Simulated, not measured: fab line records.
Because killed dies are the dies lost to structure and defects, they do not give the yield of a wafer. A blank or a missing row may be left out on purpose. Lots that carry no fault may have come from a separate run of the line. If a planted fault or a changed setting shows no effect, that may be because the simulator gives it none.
Struck lot and sound lot, side by side || flow nandHarc || 14 out of 1302 route steps
Sound: these wafers, L821.4, L821.5, L821.6. Wafers struck: L828.1, L828.5, L828.6. The cause comes at the end.
Order at every step that has rows: each side's tool, ch and its chambers, its first start. Under that, the readings that differ: sound wafers || struck wafers || difference of the means || sigmas: that difference in standard deviations of wafers without a fault.
alike: a reading whose means differ by less than 2 such deviations, as well as words and numbers matching on both sides. not compared: withheld readings; readings where some wafer has no value; bounds like >300 that might hide an equal value; numbers whose values overlap and for which the record gives no deviation.
Wherever a step has rows on one side only, a row that says differs or no value, or a row with sigmas, the two part there. Numbers that have no deviation but don't overlap get no sigmas and don't part them. A reading that every wafer of one side lacks parts them only if that side has two wafers or more.

NHARC_P_M0_CMP_23: polishes, t overpolish 20 s, target thk 117.54 nm.
  sound on cmp-01 ch 1,2,3, day 7 01:29; struck on cmp-04 ch 2,3, day 9 23:41
  alike: motorCurrentA, timeToEndpointS
NHARC_P_M0_THK_MEAS_24: measures by xrf.
  sound on filmMetro-02 at day 7 01:43; struck on filmMetro-02 at day 10 00:00
{"reading": "thkNm (nm)", "sound": "115.5 115.3 117.0", "struck": "121.3 119.2 117.7", "difference": "+3.5", "sigmas": "+2"}
next, for these wafers, 1 step has no rows: NHARC_P_M0_SRD_25.
NHARC_P_M0_INSPECT_27:
  sound on defectInspect-02 at day 7 01:52; struck on defectInspect-02 at day 10 00:10
  alike: rawDefectCount
NHARC_P_M0_PRE_CLEAN_31: time 12 s.
  sound on pecvd-03 ch 0,1,2, day 7 01:58; struck on pecvd-03 ch 0,1,2, day 10 00:14
  alike: heaterPowerW
NHARC_P_M0_DEP_32: deposits SiCN, target thk 30 nm.
  sound on pecvd-03 ch 0,1,2, day 7 02:08; struck on pecvd-03 ch 0,1,2, day 10 00:19
  alike: heaterPowerW
then, 5 steps without rows for these wafers: NHARC_P_M1_DEP_00 (deposits SiOC, target thk 182.5 nm); NHARC_P_M1_DEHYDRATE_01 (time 120 s); NHARC_P_M1_HMDS_02 (time 30 s); NHARC_P_M1_COAT_34 (time 65 s); NHARC_P_M1_COAT_03 (resist thk 90 nm).
NHARC_P_M1_SOFTBAKE_04: time 55 s.
  sound on lithoTrack-01 ch 0, day 7 02:00; struck on lithoTrack-01 ch 0, day 10 01:00
{"reading": "heaterPowerTotalW (W)", "sound": "188.55 188.70 188.39", "struck": "191.14 190.83 191.10", "difference": "+2.48", "sigmas": "+19"}
next, for these wafers, 1 step has no rows: NHARC_P_M1_EBR_05.
-- the record jumps here: 18 days lie between the struck wafers' starts before and after (it left off in module P_M1 and takes up again in module END, whose first step shown is number 1302 of the route) --
NHARC_END_SORT_01:
  sound on prober-01 ch 0, day 25 03:29; struck on prober-02 ch 0, day 27 20:35
  alike: defectLimitedYield, killedAtArray, killedAtOther, killedAtPeriphery, killedDies, killedOpen, killedShort

## WHERE THEY PART
At NHARC_P_M0_THK_MEAS_24 first; at NHARC_P_M1_SOFTBAKE_04 last (within this record only). Later steps at which nothing parts them and some readings are alike: NHARC_END_SORT_01.

WHY: what had been put in by the simulator
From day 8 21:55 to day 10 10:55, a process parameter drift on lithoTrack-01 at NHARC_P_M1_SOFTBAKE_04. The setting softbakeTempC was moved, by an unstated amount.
